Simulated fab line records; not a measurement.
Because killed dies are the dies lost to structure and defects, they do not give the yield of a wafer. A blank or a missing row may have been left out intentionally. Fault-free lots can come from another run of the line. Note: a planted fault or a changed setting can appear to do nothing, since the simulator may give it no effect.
Which tool was responsible? -- flow nand harc -- Sampling: 6 lots, 18 wafers, 2 of 1159 route steps

## WHAT THE GAUGES READ, wafer by wafer
NHARC_P_GATE_INSPECT_68.
lot,measured,on,raw defect count
L961,day 5 14:11,defect inspect-02,428 104 166
L963,day 6 02:58,defect inspect-01,125 193 177
L967,day 6 22:49,defect inspect-02,184 117 187
L970,day 7 16:23,defect inspect-01,210 173 216
L973,day 8 19:04,defect inspect-02,136 140 167
L978,day 10 00:10,defect inspect-01,586 268 621

## WHAT TOOL EACH LOT RAN ON (gives the tool, then ch and the chambers of the sampled wafers, and finally the start)
lot,NHARC_P_GATE_STRIP_75
L961,"plasma asher-02 ch 0, day 5 07:34"
L963,"plasma asher-01 ch 0,1, day 5 20:47"
L967,"plasma asher-02 ch 0,1, day 6 17:07"
L970,"plasma asher-02 ch 0,1, day 7 10:31"
L973,"plasma asher-01 ch 0,1, day 8 12:46"
L978,"plasma asher-02 ch 0,1, day 9 18:34"
- NHARC_P_GATE_STRIP_75: strips in O2.

## THE ANSWER, worked out from the rows above alone
Rule: the lots themselves supply what counts as usual. The widest of any qualifying gaps counts: lots, ordered by their means at a reading, are off when they make up no more than a third of the lots, leave a main group of 4 or more, and stand apart from it by 3 or more times the standard deviation of that group's means. A main group is skipped when, at the precision printed for the reading in the tables above, its means are all equal. A lot without any number at a reading at which 4 lots or more have one is off too. Where the step has rows for the other lots, those lots are counted as sound.
Off at NHARC_P_GATE_INSPECT_68 (raw defect count): L978. The main group: mean 182, standard deviation 31.
If a tool, at a process step before that reading, ran all the lots that are off and no sound lot after the first of them, it fits. Gauges at NHARC_P_GATE_INSPECT_68: tried the same way as those tools. Undecided on this evidence; 2 tools fit (plasma asher-02 at NHARC_P_GATE_STRIP_75, defect inspect-01 at NHARC_P_GATE_INSPECT_68).

## WHAT WAS PUT IN BY THE SIMULATOR
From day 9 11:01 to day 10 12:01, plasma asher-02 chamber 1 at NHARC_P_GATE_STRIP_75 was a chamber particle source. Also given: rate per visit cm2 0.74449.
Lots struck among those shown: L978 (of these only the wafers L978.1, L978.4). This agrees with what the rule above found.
